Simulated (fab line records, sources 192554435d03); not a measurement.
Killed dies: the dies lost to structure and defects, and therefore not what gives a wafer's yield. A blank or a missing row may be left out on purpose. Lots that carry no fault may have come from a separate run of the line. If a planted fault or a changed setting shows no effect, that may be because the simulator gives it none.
A single fault, viewed from 2 desks + flow n5_finfet + only its own numbers are on each desk; what lay behind them is given at the end

== TOOL OWNER'S DESK, epi_rpcvd-01 ==
The tool's own readings at N5_SD_EPI_N_EPI_21 (deposits Si:P, time 690 s): means of the sampled wafers that have a number, for each lot that ran on this tool. Marked OUT: a lot whose mean sits more than 4 standard deviations from the usual mean, which makes it out of limits; the brackets give that distance.
Columns: A = chamber_pressure_Torr at N5_SD_EPI_N_EPI_21, usual 255.0 Torr
| lot  | first seen here | A     |
|------|-----------------|-------|
| L660 | day 4 10:39     | 254.6 |
| L671 | day 7 03:35     | 254.8 |
Finding of this desk: none of the 2 lots has anything out of limits.

== FROM THE METROLOGY DESK ==
What the gauges read for every lot (on any tool): the sampled wafers with a number, averaged. Marked OUT: a lot whose mean sits more than 4 standard deviations from the usual mean, which makes it out of limits; the brackets give that distance. It has 10 readings; the 7 that lie furthest out on some lot are the ones shown.
Columns: A = DIBL_N at N5_BEOL_M4_RC_MEAS_101, usual 36.3 mV/V; B = DIBL_P at N5_BEOL_M4_RC_MEAS_101, usual 36.5 mV/V; C = ION_N at N5_BEOL_M4_RC_MEAS_101, usual 677 uA/um; D = ION_P at N5_BEOL_M4_RC_MEAS_101, usual 466 uA/um; E = SS_N at N5_BEOL_M4_RC_MEAS_101, usual 71.5 mV/dec; F = SS_P at N5_BEOL_M4_RC_MEAS_101, usual 73.2 mV/dec; G = VT_N at N5_BEOL_M4_RC_MEAS_101, usual 249 mV
| lot  | first seen here | A    | B    | C   | D   | E    | F    | G   |
|------|-----------------|------|------|-----|-----|------|------|-----|
| L660 | day 10 15:33    | 37.2 | 37.6 | 685 | 465 | 71.8 | 74.4 | 250 |
| L671 | day 12 03:11    | 36.6 | 35.4 | 670 | 461 | 70.8 | 72.8 | 251 |
| L677 | day 14 04:18    | 35.4 | 36.1 | 683 | 476 | 71.5 | 73.1 | 250 |
Finding of this desk: none of the 3 lots has anything out of limits.

== BROUGHT TOGETHER ==
The desk of the tool owner found nothing out of limits.
At the metrology desk, nothing out of limits was observed.

== WHAT THE SIMULATOR PUT IN ==
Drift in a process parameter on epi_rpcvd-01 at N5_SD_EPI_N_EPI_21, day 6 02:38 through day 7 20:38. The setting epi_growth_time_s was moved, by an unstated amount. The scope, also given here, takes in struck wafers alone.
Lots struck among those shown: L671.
